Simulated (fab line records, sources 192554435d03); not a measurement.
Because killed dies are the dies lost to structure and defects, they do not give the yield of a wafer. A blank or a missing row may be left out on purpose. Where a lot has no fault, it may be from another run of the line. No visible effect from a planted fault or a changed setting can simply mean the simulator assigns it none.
Lot-split experiment | flow n5Finfet | route with 1938 steps; 7 lots, 21 wafers read

ON THE SPLIT
At N5_BEOL_M7_DESCUM_33 (chemistry O2, time 7 s), the setting timeS was moved away from the recipe's 7 s on 5 of the 21 wafers read, by -13.8% to +20.8%. The other wafers ran this setting at the recipe's value.

SPLIT TO READING: what lies between them in the file, 1 step
- N5_BEOL_M7_ETCH_72: etches underlayer in N2/H2, target depth 6.5 nm, time 5.2 s

THE READING
CAR-EUV_of_BEOL_M7_COAT_22.thkNm (the simulator's own value, which no gauge read), in nm, at N5_BEOL_M7_ETCH_65 (etches SiARC in CF4, target depth 15.6 nm, time 26 s). The file does not state a usual value for it. Average 11.1 nm, standard deviation 0.093 nm, over the 16 wafers here run with the recipe.

wafer  | tool, chamber at the split | timeS as run, s | against the recipe | CAR-EUV_of_BEOL_M7_COAT_22.thkNm, nm | against lot-mates on the recipe
L077.1 | rieDiel-01, 2,1            | 7               | recipe             | 11.2                                 | -
L077.5 | rieDiel-01, 2,1            | 7               | recipe             | 11.2                                 | -
L077.6 | rieDiel-01, 0              | 7               | recipe             | 11.2                                 | -
L074.1 | rieDiel-02, 2              | 7.5             | +7.1%              | 10.8                                 | -0.2
L074.3 | rieDiel-02, 1              | 7               | recipe             | 11                                   | -
L074.4 | rieDiel-02, 3              | 7.5             | +7.1%              | 11                                   | +0.0
L079.3 | rieDiel-02, 3,0            | 7               | recipe             | 11.2                                 | -
L079.4 | rieDiel-02, 3,0            | 7               | recipe             | 11.2                                 | -
L079.5 | rieDiel-02, 2              | 7               | recipe             | 11                                   | -
L083.1 | rieDiel-04, 0,1            | 7               | recipe             | 11.2                                 | -
L083.4 | rieDiel-04, 2              | 7               | recipe             | 11.2                                 | -
L083.2 | rieDiel-04, 0,1            | 7               | recipe             | 11                                   | -
L091.2 | rieDiel-02, 2              | 6.032           | -13.8%             | 11.6                                 | +0.5
L091.5 | rieDiel-02, 3              | 7               | recipe             | 11.2                                 | -
L091.6 | rieDiel-02, 0              | 7               | recipe             | 11                                   | -
L092.2 | rieDiel-02, 1,3            | 7               | recipe             | 11.2                                 | -
L092.4 | rieDiel-02, 1,3            | 7               | recipe             | 11.2                                 | -
L092.3 | rieDiel-02, 0              | 7               | recipe             | 11                                   | -
L094.1 | rieDiel-02, 2              | 7               | recipe             | 11.2                                 | -
L094.3 | rieDiel-02, 3,1            | 8.453           | +20.8%             | 10.6                                 | -0.6
L094.6 | rieDiel-02, 3,1            | 8.453           | +20.8%             | 10.4                                 | -0.8
Rows listing several chambers each stand for several wafers; the file does not say which wafer went through which chamber.

THE FIT
A straight line over all 21 wafers: CAR-EUV_of_BEOL_M7_COAT_22.thkNm changes by -0.0314 nm for each +1% of timeS; r = -0.92; the points scatter about the line by 0.097 nm.
The same after taking each lot's own level away (the mean of its wafers on the recipe; 21 wafers): -0.0329 nm for each +1%; r = -0.93; scatter 0.096 nm.
On that fit, the largest move of timeS shifts the reading by 0.68 nm.
The span of the lots' own levels, 11.00 to 11.20 nm, comes to 2.2 times the standard deviation stated above.
Consequently the slope shifts little with the lot-to-lot level, the two slopes agreeing.
Check: -0.71 nm against its lot-mates is what the line predicts for one of the wafers moved furthest among these (+20.8%) when that wafer is left out of the fit. Against them it came out at -0.6 nm.

THESE WAFERS: OTHER SPLITS
These wafers also went through other splits before the reading. Each is held against what the fit with the lots' levels taken away leaves over:
other split on the same wafers  | wafers away from the commonest value | r with CAR-EUV_of_BEOL_M7_COAT_22.thkNm (lot level and that fit taken away)
N5_BEOL_M2_TRENCH_ETCH_37 timeS | 6                                    | +0.45
N5_BEOL_M4_COAT_22 spinRpm      | 12                                   | -0.17
N5_BEOL_M4_DESCUM_33 timeS      | 4                                    | -0.13
N5_BEOL_M6_COAT_59 spinRpm      | 8                                    | +0.04
N5_BEOL_M6_COAT_60 spinRpm      | 6                                    | +0.42

THE WHOLE CHAIN: every reading that the file lists as answering this split, in the file's order
step                 | what it does                                         | reading                                                                           | change (the file's fit)                | r (the file's)
N5_BEOL_M7_DESCUM_33 | chemistry O2, time 7 s                               | CAR-EUV_of_BEOL_M7_COAT_22.thkNm (the simulator's own value, which no gauge read) | -0.036 nm for each +1% of the setting  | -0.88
N5_BEOL_M7_ETCH_65   | etches SiARC in CF4, target depth 15.6 nm, time 26 s | CAR-EUV_of_BEOL_M7_COAT_22.thkNm (the simulator's own value, which no gauge read) | -0.0329 nm for each +1% of the setting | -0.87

THE FILE'S OWN FIT
CAR-EUV_of_BEOL_M7_COAT_22.thkNm changes by -0.0329 nm for each +1% of timeS, r = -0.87.
